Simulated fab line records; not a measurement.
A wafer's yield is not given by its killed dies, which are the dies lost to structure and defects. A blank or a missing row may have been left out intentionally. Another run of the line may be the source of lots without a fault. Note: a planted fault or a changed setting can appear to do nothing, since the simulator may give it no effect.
Code-filled problem report in 8D (eight disciplines) form    flow nand-harc    the parts of the form that need people (team, actions taken, sign-off) are left out

== 1. WHAT IS WRONG ==
At NHARC_A_ONON_D1_THK_MEAS_11, thk-nm averages 602 nm over 6 wafers from 2 lots, while fault-free wafers read 999 nm, standard deviation 11. Relative to the usual mean, that is a shift of -36 standard deviations.
The step: measures by ellipsometry.
Earliest sighting: wafer L351.2 on film-metro-02 at day 14 20:31. The record has a number at this step for 42 wafers belonging to 14 lots. Rule for "out" (also "out of limits"): further than 4 standard deviations from the usual mean. Any other wafer with a number is counted as sound.

== 2. WHAT IT IS AND WHAT IT IS NOT ==
question                     is                      is not
which readings at this step  thk-nm                  -
which lots                   L351, L352              L335, L336, L337, L338, L339, L341, L342, L344, L345, L346, L348, L357
which wafers of those lots   all that have a number  -
read on which gauges         film-metro-02           film-metro-01
when                         from day 14 20:31       up to then (33 sound wafers); but 3 sound wafers of L357 came after

== 3. THE SUSPECTS, EACH WITH WHAT RULES IT OUT ==
Counting: any tool at a process step up to the reading is kept as a suspect provided that every lot that is out went through it and no sound lot did after the first of them.
- the gauge at NHARC_A_ONON_D1_THK_MEAS_11 is ruled out. All the wafers that are out were read on film-metro-02, but those of them that NHARC_END_SORT_01 has rows for are out there too, on other tools.
- pecvd-onon-02 at NHARC_A_ONON_D1_DEP_09 (target thk 1000 nm): kept. Every lot that is out went through it, starting with L351 (day 14 20:04), and after that it ran no sound lot; the last sound lot it ran before then is L346 (day 12 14:45).
Remaining after the count: pecvd-onon-02 at NHARC_A_ONON_D1_DEP_09.

== 4. THE CAUSE (what the simulator had put in) ==
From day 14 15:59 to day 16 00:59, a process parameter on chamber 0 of pecvd-onon-02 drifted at NHARC_A_ONON_D1_DEP_09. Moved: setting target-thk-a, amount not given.
After counting, this tool was the only one left.

== 5. SEQUENCE OF EFFECTS, ordered by route ==
Each row: a reading whose mean over the struck wafers that have a number lies more than 3 standard deviations from the usual. Only readings for which the record gives a usual standard deviation are gone through. hours: the time from each lot's start at the first step in this table that gives one to its start at this step, as a median over the lots. sigmas: the change in usual standard deviations.
hours  step                         reading          usual   on struck wafers  change  sigmas
0      NHARC_A_ONON_D1_THK_MEAS_11  thk-nm           999 nm  602               -397    -36
388    NHARC_END_SORT_01            killed-at-array  58      674               +616    +31
388    NHARC_END_SORT_01            killed-dies      63      677               +614    +31

== 6. HOW IT WOULD HAVE BEEN CAUGHT EARLIER ==
In this record the first reading out of limits at a measuring or inspecting step was taken at day 14 20:31, 5 hours after the fault began at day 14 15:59.
Among the 2 lots that are out, L352 began NHARC_A_ONON_D1_DEP_09 on pecvd-onon-02 after day 14 20:31. Holding the tool at that time would have saved it.
